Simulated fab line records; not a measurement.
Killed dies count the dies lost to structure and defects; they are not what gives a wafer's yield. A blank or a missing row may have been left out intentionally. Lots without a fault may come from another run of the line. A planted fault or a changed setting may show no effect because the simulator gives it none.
Code-filled problem report in 8D (eight disciplines) form	flow n5Finfet	the parts of the form that need people (team, actions taken, sign-off) are left out

1. THE PROBLEM
Wafers without a fault read 1500.1 rpm, standard deviation 0.91; spinSpeedRpm at N5_BEOL_M7_COAT_05 reads a mean of 1463.5 rpm on 6 wafers belonging to 2 lots. Relative to the usual mean, that is a shift of -40 standard deviations.
The step: resist thk 90 nm.
Earliest sighting: wafer L788.2 on lithoTrack-02 at day 11 10:14. The record holds 18 wafers of 6 lots with a number at this step. The rule behind "out" and "out of limits": a value lying over 4 standard deviations away from the usual mean. The other wafers with a number count as sound.

2. WHAT IT IS AND WHAT IT IS NOT
question	is	is not
which readings at this step	spinSpeedRpm	-
which lots	L788, L789	L781, L785, L798, L803
which wafers of those lots	all that have a number	-
read on which tools	lithoTrack-02	lithoTrack-03, lithoTrack-04
when	from day 11 10:14	up to then (6 sound wafers); but 6 sound wafers of L798, L803 came after

3. SUSPECTS, AND WHAT RULES EACH OUT
Counting: a tool stays on the suspect list if, at a process step up to the reading, it processed all lots that are out and no sound lot following the first of them.
- pecvd-02 at N5_BEOL_M6_DEP_56 (deposits SiCN from 3MS/NH3, target thk 10 nm, time 17.5 s): ruled out as a lasting fault. Sound lots L798 ran on it after its first lot that is out, L788 (day 11 08:27).
- uvCure-03 at N5_BEOL_M7_CURE_74 (cures SiCOH lowk, time 240 s): ruled out as a lasting fault. Sound lots L798, L803 ran on it after its first lot that is out, L788 (day 11 08:46).
- lithoTrack-02 at N5_BEOL_M7_COAT_05 (resist thk 90 nm): kept. All lots that are out passed through it, beginning with L788 at day 11 10:14, and no sound lot followed; its final sound lot before that point was L781 at day 9 04:28. Its own spinSpeedRpm readings are out on those wafers.
Remaining after the count: lithoTrack-02 at N5_BEOL_M7_COAT_05.

4. THE CAUSE (what the simulator had put in)
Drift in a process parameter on lithoTrack-02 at N5_BEOL_M7_COAT_05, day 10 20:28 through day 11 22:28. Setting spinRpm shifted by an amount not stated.
This tool alone remained once counting was done.

5. SEQUENCE OF EFFECTS, ordered by route
Each row: a reading where the mean over the struck wafers with a number is more than 3 standard deviations away from the usual. Scope: only readings with a usual standard deviation given in the record; hours: median across lots of the time from each lot's start at the first step in this table that gives one to its start at this step; sigmas: change in usual standard deviations.
hours	step	reading	usual	on struck wafers	change	sigmas
0	N5_BEOL_M7_COAT_05	spinSpeedRpm	1500.1 rpm	1463.5	-36.6	-40
It contains these process steps:
- N5_BEOL_M7_COAT_05: resist thk 90 nm.
Later steps that measure or inspect, where all struck wafers having a row at the step show a number for every such reading and not one has moved that far: N5_BEOL_M7_CD_MEAS_11, N5_BEOL_M7_OVL_MEAS_12, N5_BEOL_M7_INSPECT_13.

6. WHAT WOULD HAVE CAUGHT IT SOONER
First out-of-limits reading in this record: day 11 10:14, which is 14 hours after fault onset at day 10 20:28.
